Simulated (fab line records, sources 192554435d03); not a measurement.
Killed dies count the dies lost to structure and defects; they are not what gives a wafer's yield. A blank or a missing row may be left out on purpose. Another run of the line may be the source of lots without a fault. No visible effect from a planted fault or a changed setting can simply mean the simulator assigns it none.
3 desks, one fault    flow n5-finfet    only its own numbers are on each desk; what lay behind them is given at the end

DESK OF THE TOOL OWNER: rie-diel-03
The tool's own readings at N5_BEOL_M15_ETCH_61 (etches BARC in N2/H2, target depth 89 nm, overetch 26.7 nm, time 67.9 s): means of the sampled wafers that have a number, for each lot that ran on this tool. If a lot's mean is further than 4 standard deviations from the usual mean, the lot is out of limits and carries the mark OUT (the distance appears in the brackets).
Columns: A = bias-w at N5_BEOL_M15_ETCH_61, usual 150.0 W; B = drypump-motor-current-A at N5_BEOL_M15_ETCH_61, usual 5.7 A; C = oes-product-au at N5_BEOL_M15_ETCH_61, usual 0.68 a.u.; D = rf-fwd-power-W at N5_BEOL_M15_ETCH_61, usual 834 W; E = rf-vpp-V at N5_BEOL_M15_ETCH_61, usual 525.0 V; F = showerhead-plenum-p-Torr at N5_BEOL_M15_ETCH_61, usual 2.58 Torr; G = throttle-valve-pct at N5_BEOL_M15_ETCH_61, usual 17.77 %
lot   first seen here  A                B    C     D    E                F     G
L113  day 11 17:53     149.8            5.7  0.76  834  523.9            2.55  17.71
L130  day 17 00:31     127.3 (-48) OUT  5.7  0.69  834  474.1 (-19) OUT  2.61  17.92
L131  day 17 01:43     127.4 (-48) OUT  5.7  0.69  832  473.2 (-19) OUT  2.61  17.93
L133  day 17 05:29     127.4 (-48) OUT  5.5  0.74  832  470.8 (-20) OUT  2.47  17.67
This desk finds L130, L131, L133 out of limits, L130 being first, at day 17 00:31 (bias-w at N5_BEOL_M15_ETCH_61). L113: within limits.

THE DEFECT DESK
For each lot, the counts of the inspections along the route, averaged over the sampled wafers that have a number. If a lot's mean is further than 4 standard deviations from the usual mean, the lot is out of limits and carries the mark OUT (the distance appears in the brackets).
Columns: A = raw-defect-count at N5_BEOL_M15_INSPECT_30, usual 1.9
lot   first seen here  A
L113  day 11 17:49     0.7
L119  day 13 05:36     3.7
L121  day 13 20:46     2.0
L130  day 16 23:50     1.3
L131  day 17 00:58     1.3
L133  day 17 04:47     2.7
L135  day 17 17:37     1.3
This desk's finding: nothing out of limits on any of the 7 lots.

AT THE METROLOGY DESK
Lot by lot, what the gauges showed, no matter which tool ran the lot: averages of those sampled wafers that carry a number. If a lot's mean is further than 4 standard deviations from the usual mean, the lot is out of limits and carries the mark OUT (the distance appears in the brackets).
Columns: A = cd-nm at N5_BEOL_M15_CD_MEAS_28, usual 407.0 nm; B = M15_OVL at N5_BEOL_M15_OVL_MEAS_29, usual 4 nm
lot   first seen here  A      B
L113  day 11 17:46     411.8  0
L119  day 13 05:33     411.4  7
L121  day 13 20:43     405.6  6
L130  day 16 23:46     405.7  -2
L131  day 17 00:55     408.7  10
L133  day 17 04:43     408.3  8
L135  day 17 17:34     405.9  7
This desk's finding: nothing out of limits on any of the 7 lots.

ALL TOGETHER
On L130, L131, L133, at day 17 00:31, an alarm was possible from the tool owner's desk.
The defect desk saw nothing out of limits.
Metrology desk: nothing out of limits seen.
The defect desk has L130, L131, L133 on record, within its limits.
The metrology desk holds a record of L130, L131, L133, inside its limits.
All the named lots went through N5_BEOL_M15_ETCH_61 on rie-diel-03.

WHAT THE SIMULATOR HAD PUT IN
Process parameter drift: rie-diel-03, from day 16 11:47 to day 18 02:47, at N5_BEOL_M15_ETCH_61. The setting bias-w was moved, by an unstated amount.
Lots struck among those shown: L130, L131, L133.
Time in hours from fault onset to the first out-of-limits reading at each desk: the tool owner's desk, 13.
